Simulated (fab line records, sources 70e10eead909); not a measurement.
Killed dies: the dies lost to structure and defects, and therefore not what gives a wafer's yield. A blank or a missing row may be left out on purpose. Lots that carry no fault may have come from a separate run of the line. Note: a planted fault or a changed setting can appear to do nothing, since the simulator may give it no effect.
fab line records	flow nand-harc
record: lots: 14	wafers: 42	last-day: 24
route steps=1159 shown A_CONTACT@946 A_BONDPAD@1073 HYBRID_BOND@1094 THIN_TSV@1103 END@1159
lots that met no fault: from a run of the same line without faults
start-h: hours from the record's first day to the start of the lot's first wafer shown	wait-h: hours from the lot's prior step to this one	" unchanged from the row above	L1.1+2: several wafers, shown together as one row	- no value present, or no start provided	* or withheld: withheld	< > ~ a bound
route shown NAME@n: a module of which the file shows steps, and the number in the route of the first	usual: mean/standard deviation of fault-free wafers	same: alike in all rows	chamber/n: place in a boat	sites: readings site by site	_std_site: the standard deviation of these	_edge_site: mean of outer sites minus mean of inner sites	radius-mm: how far each site lies from the wafer's centre	mask NAME#n: copy n	behind: the tool/chamber that last shaped the wafer	hold: why the lot went on hold/how many hours it stayed there/how the hold came to an end	device: the n, p or np transistor that did not switch	end of line: the tests these same wafers got at the end of their route	step lacking rows: just its recipe	killed: the dies lost at the first sort to structure and to defects; this is not the yield of the wafer	map: a wafer's dies, x killed, . not, _ none there
set.NAME: setting as actually run; set.NAME@STEP: the setting as run at that earlier step	model.NAME: the simulator's own value behind a step, which no gauge read
route steps across a sampled set of lots; one table per step, one row per wafer
services: the hour from which a tool's chamber was out of use, counted from the record's first day as start-h (under 0 if before that day), plus the number of hours and why
== steps ==
step: NHARC_A_CONTACT_ETCH_137
recipe: source-w: withheld	pressure-mtorr: 20	bias-v: 3000	time-s: 132	target-depth-a: 12870	ar-flow-sccm: withheld	c4f8-flow-sccm: withheld	o2-flow-sccm: withheld	chemistry: C4F8/O2/Ar
lot.wafer	tool	chamber	start-h	wait-h	rf-hours-counter-h
L518.3	har-cap-etch-01	1	384.06	0.1	-
L518.4	"	0	"	"	-
L518.5	"	0	"	"	-
L520.2	har-cap-etch-02	0	385.50	0.1	11
L520.3	"	0	"	"	-
L520.6	"	0	"	"	-
L519.2	har-cap-etch-03	0	386.85	0.1	89
L519.4	"	1	"	"	-
L519.5	"	0	"	"	-
L521.1	har-cap-etch-01	1	395.27	0.1	62
L521.4	"	0	"	"	-
L521.5	"	1	"	"	-
L523.1	har-cap-etch-02	1	401.68	0.1	14
L523.4	"	1	"	"	-
L523.5	"	0	"	"	-
L522.1	har-cap-etch-01	0	407.09	0.1	64
L522.4	"	1	"	"	-
L522.3	"	0	"	"	-
L524.2	har-cap-etch-02	1	411.93	0.1	15
L524.6	"	0	"	"	-
L524.5	"	1	"	"	-
L525.2	har-cap-etch-02	0	423.53	0.1	16
L525.4	"	0	"	"	-
L525.6	"	0	"	"	-
L528.1	har-cap-etch-02	0	439.99	0.1	19
L528.3	"	1	"	"	-
L528.4	"	0	"	"	-
L529.1	har-cap-etch-02	1	466.18	0.1	24
L529.2	"	0	"	"	24
L529.3	"	0	"	"	-
L534.1	har-cap-etch-02	0	478.10	0.1	25
L534.4	"	1	"	"	-
L534.5	"	0	"	"	-
L537.1	har-cap-etch-01	0	494.72	0.1	80
L537.3	"	0	"	"	-
L537.5	"	1	"	"	-
L538.1	har-cap-etch-01	1	502.85	0.1	81
L538.3	"	0	"	"	-
L538.6	"	0	"	"	-
L541.2	har-cap-etch-01	1	519.98	0.1	83
L541.1	"	0	"	"	83
L541.6	"	0	"	"	-
step: NHARC_A_BONDPAD_OVL_MEAS_35
usual: overlay-x-nm: -1/5.9	overlay-y-nm: 0/7.1
lot.wafer	tool	chamber	start-h	wait-h	overlay-x-nm	overlay-y-nm
L518.3	overlay-02	-	407.21	-	-3	-3
L518.4	"	-	"	"	-3	-3
L518.5	"	-	"	"	-2	-2
L520.2	overlay-02	-	409.19	-	5	-1
L520.3	"	-	"	"	6	-2
L520.6	"	-	"	"	6	-2
L519.2	overlay-01	-	409.56	-	2	2
L519.4	"	-	"	"	2	2
L519.5	"	-	"	"	2	2
L521.1	overlay-02	-	412.43	-	-6	3
L521.4	"	-	"	"	-7	3
L521.5	"	-	"	"	-6	3
L523.1	overlay-01	-	418.11	-	9	2
L523.4	"	-	"	"	8	3
L523.5	"	-	"	"	9	3
L522.1	overlay-02	-	429.96	-	6	6
L522.3	"	-	"	"	5	6
L522.4	"	-	"	"	5	6
L524.2	overlay-02	-	434.76	-	3	-1
L524.5	"	-	"	"	2	-1
L524.6	"	-	"	"	2	-1
L525.2	overlay-01	-	445.35	-	-1	-5
L525.4	"	-	"	"	-1	-6
L525.6	"	-	"	"	-2	-5
L528.1	overlay-01	-	464.68	-	-7	6
L528.3	"	-	"	"	-8	6
L528.4	"	-	"	"	-7	6
L529.1	overlay-01	-	483.70	-	2	0
L529.2	"	-	"	"	2	0
L529.3	"	-	"	"	2	0
L534.1	overlay-01	-	505.74	-	-3	3
L534.4	"	-	"	"	-4	3
L534.5	"	-	"	"	-4	3
L537.1	overlay-01	-	516.28	-	-2	0
L537.3	"	-	"	"	-2	0
L537.5	"	-	"	"	-2	0
L538.1	overlay-01	-	523.19	-	9	13
L538.3	"	-	"	"	9	13
L538.6	"	-	"	"	9	13
L541.1	overlay-02	-	539.91	-	7	11
L541.2	"	-	"	"	7	12
L541.6	"	-	"	"	6	11
step: NHARC_HYBRID_BOND_ACTIVATE_00
recipe: time-s: 60	n2-flow-sccm: 200	ar-flow-sccm: 0	bias-power-w: 0	chemistry: N2
usual: drypump-motor-current-A: 5.6/0.43	oes-product-au: 0.997/0.01	rf-vpp-V: 64.0/1.2	showerhead-plenum-p-Torr: 1.74/0.091
lot.wafer	tool	chamber	start-h	wait-h	drypump-motor-current-A	oes-product-au	rf-hours-counter-h	rf-vpp-V	showerhead-plenum-p-Torr
L518.4	rie-diel-12	2	410.06	0.1	6.1	0.999	2	65.7	1.86
L518.3	"	0	"	"	5.7	0.988	3	62.3	1.65
L518.5	"	2	"	"	6.2	0.984	-	64.5	1.86
L520.3	rie-diel-12	0	411.99	0.1	5.7	0.998	4	62.5	1.65
L520.2	"	2	"	"	6.1	0.991	2	64.6	1.86
L520.6	"	0	"	"	5.7	1.007	-	63.7	1.65
L519.2	rie-diel-05	1	412.45	0.1	5.7	1.001	24	65.4	1.66
L519.4	"	0	"	"	5.7	0.988	23	61.4	1.64
L519.5	"	1	"	"	5.7	0.992	-	65.0	1.66
L521.1	rie-diel-12	1	415.21	0.1	5.2	1.006	4	63.5	1.70
L521.4	"	2	"	"	6.2	0.988	2	63.6	1.86
L521.5	"	2	"	"	6.1	0.999	-	65.3	1.86
L523.1	rie-diel-05	2	420.96	0.1	5.3	0.982	25	63.3	1.74
L523.4	"	3	"	"	5.8	1.009	25	65.1	1.89
L523.5	"	1	"	"	5.7	0.997	-	62.4	1.66
L522.1	rie-diel-12	1	432.76	0.1	5.2	1.016	5	64.9	1.70
L522.3	"	3	"	"	5.0	0.988	5	64.0	1.69
L522.4	"	0	"	"	5.7	0.997	5	62.0	1.65
L524.2	rie-diel-05	3	437.68	0.1	5.8	1.006	29	64.5	1.89
L524.5	"	0	"	"	5.7	0.992	-	64.2	1.64
L524.6	"	1	"	"	5.7	1.003	-	64.4	1.66
L525.2	rie-diel-12	3	448.10	0.1	5.0	0.987	6	64.0	1.69
L525.4	"	0	"	"	5.7	1.016	6	63.4	1.65
L525.6	"	2	"	"	6.1	0.990	-	62.8	1.86
L528.1	rie-diel-12	3	467.62	0.1	5.0	0.993	8	63.3	1.69
L528.4	"	0	"	"	5.7	0.995	8	63.8	1.65
L528.3	"	1	"	"	5.1	1.018	8	65.2	1.70
L529.1	rie-diel-12	1	486.68	0.1	5.1	1.012	10	63.5	1.70
L529.2	"	2	"	"	6.2	0.987	8	64.9	1.86
L529.3	"	3	"	"	5.0	0.988	10	63.3	1.69
L534.1	rie-diel-06	1	508.51	0.1	6.2	0.984	32	62.8	1.64
L534.4	"	2	"	"	5.7	1.002	33	63.4	1.64
L534.5	"	3	"	"	5.8	1.006	-	64.4	1.80
L537.1	rie-diel-12	3	519.07	0.1	5.0	0.984	13	65.1	1.69
L537.3	"	1	"	"	5.2	1.004	14	64.9	1.70
L537.5	"	2	"	"	6.1	0.988	-	64.6	1.86
L538.3	rie-diel-12	3	525.96	0.1	5.0	0.983	14	65.0	1.69
L538.1	"	0	"	"	5.7	0.995	14	63.4	1.65
L538.6	"	3	"	"	5.0	0.993	-	62.7	1.69
L541.2	rie-diel-12	1	542.77	0.1	5.2	0.997	16	63.5	1.70
L541.1	"	2	"	"	6.2	0.985	14	65.3	1.86
L541.6	"	3	"	"	5.0	0.980	-	64.0	1.69
step: NHARC_THIN_TSV_THK_MEAS_02
recipe: thk-meas-gauge: ir
usual: thk-nm: 2983/220
lot.wafer	tool	chamber	start-h	wait-h	thk-nm
L520.2	film-metro-02	-	427.51	-	3030
L520.3	"	-	"	"	2899
L520.6	"	-	"	"	2813
L518.3	film-metro-02	-	428.71	-	2934
L518.4	"	-	"	"	2931
L518.5	"	-	"	"	2900
L521.1	film-metro-01	-	429.93	-	3161
L521.4	"	-	"	"	2703
L521.5	"	-	"	"	2761
L519.2	film-metro-02	-	431.13	0.2	3173
L519.4	"	-	"	"	3276
L519.5	"	-	"	"	2926
L523.1	film-metro-01	-	435.87	0.2	3172
L523.4	"	-	"	"	3087
L523.5	"	-	"	"	3205
L522.1	film-metro-02	-	447.63	0.2	2773
L522.3	"	-	"	"	2527
L522.4	"	-	"	"	2971
L524.2	film-metro-01	-	448.85	-	2964
L524.5	"	-	"	"	3244
L524.6	"	-	"	"	3223
L525.2	film-metro-01	-	459.43	-	3024
L525.4	"	-	"	"	2648
L525.6	"	-	"	"	2864
L528.1	film-metro-02	-	479.03	0.2	3255
L528.3	"	-	"	"	3083
L528.4	"	-	"	"	2954
L529.1	film-metro-02	-	502.25	0.2	2879
L529.2	"	-	"	"	3168
L529.3	"	-	"	"	3208
L534.1	film-metro-02	-	518.89	-	3029
L534.4	"	-	"	"	3135
L534.5	"	-	"	"	3254
L537.1	film-metro-02	-	531.56	-	2752
L537.3	"	-	"	"	2566
L537.5	"	-	"	"	2614
L538.1	film-metro-01	-	539.67	0.2	3147
L538.3	"	-	"	"	2807
L538.6	"	-	"	"	2896
L541.1	film-metro-01	-	554.08	0.2	3216
L541.2	"	-	"	"	3273
L541.6	"	-	"	"	2865
step: NHARC_END_SORT_01
recipe: temp-c: 25
usual: killed-at-array: 28/11	killed-at-other: 0.7/1.1	killed-at-periphery: 2.9/2	killed-dies: 32/11	killed-open: 3.2/1.8	killed-short: 2.0/1.4
same: gross-dies: 677
lot.wafer	tool	chamber	start-h	wait-h	killed-at-array	killed-at-other	killed-at-periphery	killed-dies	killed-open	killed-short
L529.1	prober-02	0	517.75	2.5	109	1	3	113	2	1
L529.2	prober-02	0	518.54	2.8	24	2	3	29	3	1
L529.3	prober-02	0	519.34	3.1	36	4	4	44	3	1
L534.1	prober-02	0	534.01	2.5	31	0	3	34	2	4
L534.4	prober-02	0	536.43	3.4	107	2	2	111	3	2
L534.5	prober-02	0	537.24	3.7	30	2	3	35	3	1
killed by level:class
L529.1 A_CONTACT:unspecified=79 A_SLIT:chamber-film-flake=12 A_CONTACT:chamber-film-flake=7 A_CHANNEL_HOLE_D1:chamber-film-flake=5 A_ZERO_WELL:chamber-film-flake=3 A_SOURCE_PLATE:geometric-particle:short=1 A_CONTACT:geometric-particle:open=1 A_M0:geometric-particle:open=1
L529.2 A_SLIT:chamber-film-flake=8 A_CHANNEL_HOLE_D1:chamber-film-flake=6 A_M0:geometric-particle:open=2 A_CONTACT:chamber-film-flake=2 THIN_TSV:chamber-film-flake=2 A_WL_FILL:geometric-particle:short=1 A_CONTACT:geometric-particle:open=1 P_GATE:chamber-film-flake=1
L529.3 A_SLIT:chamber-film-flake=17 A_CHANNEL_HOLE_D1:chamber-film-flake=10 A_CONTACT:chamber-film-flake=4 THIN_TSV:chamber-film-flake=4 P_GATE:chamber-film-flake=2 P_CONTACT:geometric-particle:open=1 A_WL_FILL:geometric-particle:open=1 A_WL_FILL:geometric-particle:short=1
L534.1 A_SLIT:chamber-film-flake=11 A_STAIRCASE:chamber-film-flake=7 A_CONTACT:chamber-film-flake=5 A_CHANNEL_HOLE_D1:chamber-film-flake=3 P_ZERO_WELL:chamber-film-flake=2 P_ZERO_WELL:geometric-particle:open=1 A_ONON_D1:geometric-particle:short=1 A_CHANNEL_FILL_D1:geometric-particle:short=1
L534.4 A_CONTACT:unspecified=78 A_SLIT:chamber-film-flake=16 A_CONTACT:geometric-particle:open=3 A_CONTACT:chamber-film-flake=3 A_CHANNEL_HOLE_D1:chamber-film-flake=2 A_STAIRCASE:chamber-film-flake=2 THIN_TSV:chamber-film-flake=2 A_ONON_D1:geometric-particle:short=1
L534.5 A_SLIT:chamber-film-flake=13 A_STAIRCASE:chamber-film-flake=7 A_CONTACT:chamber-film-flake=5 P_ZERO_WELL:chamber-film-flake=3 A_CHANNEL_HOLE_D1:chamber-film-flake=2 A_CHANNEL_FILL_D1:geometric-particle:open=1 A_CONTACT:geometric-particle:short=1 A_M0:geometric-particle:open=1
== services ==
tool	chamber	start-h	hours	kind
rie-diel-12	-	379.43	9.0	pm
rie-diel-12	0	379.43	9.0	vent-cycle
rie-diel-12	1	379.43	9.0	vent-cycle
rie-diel-12	2	379.43	9.0	vent-cycle
rie-diel-12	3	379.43	9.0	vent-cycle
rie-diel-12	0	388.43	-	clean
rie-diel-12	1	388.43	-	clean
rie-diel-12	2	388.43	-	clean
rie-diel-12	3	388.43	-	clean
rie-diel-12	2	390.66	11.2	repair
har-cap-etch-02	-	407.79	0.4	repair
rie-diel-12	0	412.93	-	clean
rie-diel-12	1	412.93	-	clean
rie-diel-12	2	412.93	-	clean
rie-diel-12	3	412.93	-	clean
rie-diel-06	-	419.80	9.0	pm
rie-diel-12	1	435.64	4.4	repair
rie-diel-12	0	437.43	-	clean
rie-diel-12	2	437.43	-	clean
rie-diel-06	1	467.15	1.4	repair
rie-diel-05	2	491.60	4.1	repair
rie-diel-06	1	498.91	4.0	repair
rie-diel-05	-	517.60	9.0	pm
rie-diel-05	0	529.20	20.9	repair
== key ==
first-sign: step: NHARC_END_SORT_01	reading: killed-at-array	direction: up	sigmas: 7.3	usual: 28	struck: 108
effect: step: NHARC_END_SORT_01	reading: killed-dies	direction: up	sigmas: 7	usual: 32	struck: 112
more-kills-born-at: NHARC_A_CONTACT_ETCH_137@har-cap-etch-02: 157
met-at NHARC_A_CONTACT_ETCH_137
struck-lots L529,L534
struck-wafers L529.1,L534.4
tester-left-out L529,L534
not-acting-at NHARC_A_BONDPAD_OVL_MEAS_35,NHARC_HYBRID_BOND_ACTIVATE_00,NHARC_THIN_TSV_THK_MEAS_02
onset-between 439.99 466.18
fault: kind: chamber-particle-source	tool: har-cap-etch-02	chamber: 1	onset-h: 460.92	steps: NHARC_A_CONTACT_ETCH_137	rate-per-visit-cm2: 0.64302	end-h: 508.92
tester-left-out: of these lots the tester's yield and bins aren't shown, on N5 and GAA mostly nor the transistor test; their killed dies are dies lost to structure and defects alone, not to doping, threshold or leakage, so they don't give the yield
